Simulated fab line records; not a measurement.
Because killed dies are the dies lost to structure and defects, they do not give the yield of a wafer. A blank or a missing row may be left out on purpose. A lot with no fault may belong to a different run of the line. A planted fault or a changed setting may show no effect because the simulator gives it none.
Problem report in the 8D (eight disciplines) form, filled by code    flow n5Finfet    the parts of the form that need people (team, actions taken, sign-off) are left out

== 1. WHAT WENT WRONG ==
killedAtFrontEnd at N5_PASSIVATION_PROBE_49 reads a mean of 151 on 1 wafer of 1 lot; wafers without a fault read 39 with a standard deviation of 12. That is +9.3 standard deviations from the usual mean.
Earliest sighting: wafer L417.2 on prober-01 at day 17 22:58. Wafers with a number at this step in the record: 4, from 2 lots. Rule for "out" (also "out of limits"): further than 4 standard deviations from the usual mean. The rest of the wafers with a number are treated as sound.

== 2. WHAT IT IS, WHAT IT ISN'T ==
question                     is                                                                                              is not
which readings at this step  killedAtFrontEnd, defectLimitedYield, killedDies, sort_bin_5_function, sortNPass, sortYieldPct  killed_at_M0_to_M3, killed_at_M4_up, killedAtOther, killedOpen, killedShort, sort_bin_4_leakage
which lots                   L417                                                                                            L403
which wafers of those lots   all that have a number                                                                          -
read on which tools          prober-01                                                                                       -
when                         from day 17 22:58                                                                               up to then (3 sound wafers)

== 3. THE SUSPECTS, EACH WITH WHAT RULES IT OUT ==
Counting: a tool at any process step up to the reading remains a suspect when it ran all the lots that are out and ran no sound lot after the first of those.
- aldSin-03 at N5_ILD0_ALD_15 (deposits SiNx, target thk 24 nm, pulse time 1 s, ald cycles 480): kept. It ran the lot that is out, L417 (day 8 08:38), and no sound lot after that; its last sound lot up to then is L403 (day 4 19:58).
- prober-01 at N5_PASSIVATION_PROBE_49: kept. It ran the lot that is out, L417 (day 17 22:58), and no sound lot after that; its last sound lot up to then is L403 (day 14 04:37). Out on those wafers are its own readings of defectLimitedYield, killedAtFrontEnd, killedDies, sort_bin_5_function, sortNPass, sortYieldPct.
What counting leaves: aldSin-03 at N5_ILD0_ALD_15 and prober-01 at N5_PASSIVATION_PROBE_49.

== 4. THE CAUSE (what the simulator had put in) ==
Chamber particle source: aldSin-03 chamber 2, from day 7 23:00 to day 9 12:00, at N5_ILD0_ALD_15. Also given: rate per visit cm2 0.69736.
Of the 2 suspects that counting leaves, this tool is one.

== 5. THE EFFECT CHAIN, in route order ==
One row per reading whose mean, taken over the struck wafers that have a number, lies over 3 standard deviations from the usual. Only readings for which the record gives a usual standard deviation are gone through. hours: the time from each lot's start at the first step in this table that gives one to its start at this step, as a median over the lots. sigmas: the change in usual standard deviations.
hours  step                     reading              usual   on struck wafers  change  sigmas
0      N5_PASSIVATION_PROBE_49  defectLimitedYield   91.3 %  81.4              -9.9    -7.1
0      N5_PASSIVATION_PROBE_49  killedAtFrontEnd     39      151               +112    +9.3
0      N5_PASSIVATION_PROBE_49  killedDies           102     219               +117    +6.9
0      N5_PASSIVATION_PROBE_49  sort_bin_5_function  5.1 %   12.1              +7.0    +7.0
0      N5_PASSIVATION_PROBE_49  sortNPass            1078    961               -117    -6.9
0      N5_PASSIVATION_PROBE_49  sortYieldPct         91.3 %  81.4              -9.9    -7.1
Process steps it contains:
- N5_PASSIVATION_PROBE_49

== 6. WHAT WOULD HAVE CAUGHT IT SOONER ==
The fault began at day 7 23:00; the first out-of-limits reading in this record came at day 17 22:58, 240 hours later.
Of the tool readings at N5_ILD0_ALD_15 for which the record gives a usual standard deviation, none was out on any struck wafer, so an alarm limit of 4 standard deviations on them would not have fired.
By day 17 22:58 the whole set of lots that are out, 1 in number, had already begun N5_ILD0_ALD_15 on aldSin-03. Holding the tool at that point would not have protected any of them.
